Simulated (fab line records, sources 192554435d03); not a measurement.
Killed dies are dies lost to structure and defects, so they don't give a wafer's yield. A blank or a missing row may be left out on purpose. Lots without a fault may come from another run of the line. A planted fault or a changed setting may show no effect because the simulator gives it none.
Chamber matching | flow n5_finfet | N5_BEOL_M1_PRE_CLEAN_60 on cvd_co-02: 3 sister chambers
The step time 15 s. 3 wafers are shown with their chamber, then 12 later ones without.

WAFERS WITH THEIR CHAMBER
wafer  | chamber | heater_power_w (W)
L093.1 | 0       | 81
L093.3 | 1       | 114
L093.5 | 2       | 62

WAFERS WITHOUT THEIR CHAMBER
wafer  | heater_power_w (W)
L096.1 | 80
L096.2 | 118
L096.3 | 61
L095.1 | 115
L095.2 | 61
L095.4 | 82
L094.1 | 120
L094.4 | 61
L094.5 | 117
L097.4 | 115
L097.5 | 81
L097.6 | 61

WHICH CHAMBER EACH WENT THROUGH
wafer  | from the rows above | in truth
L096.1 | 0                   | 0
L096.2 | 1                   | 1
L096.3 | 2                   | 2
L095.1 | 1                   | 1
L095.2 | 2                   | 2
L095.4 | 0                   | 0
L094.1 | 1                   | 1
L094.4 | 2                   | 2
L094.5 | 1                   | 1
L097.4 | 1                   | 1
L097.5 | 0                   | 0
L097.6 | 2                   | 2
Placed correctly: 12 of 12. Can't be placed from these rows: 0. Placed wrongly: 0.
How it was worked out, from the rows above alone: a wafer's distance from a chamber is the root of the sum, over the readings, of the square of ((its reading less the chamber's mean) divided by the reading's scatter). The wafer belongs to the nearest chamber; if the next one is less than 2 further off, it can't be placed. A chamber's mean is the mean of its shown wafers. The scatter: with one shown wafer a chamber, the root of the mean of the squares of how far each hidden wafer lies from its nearest shown one.
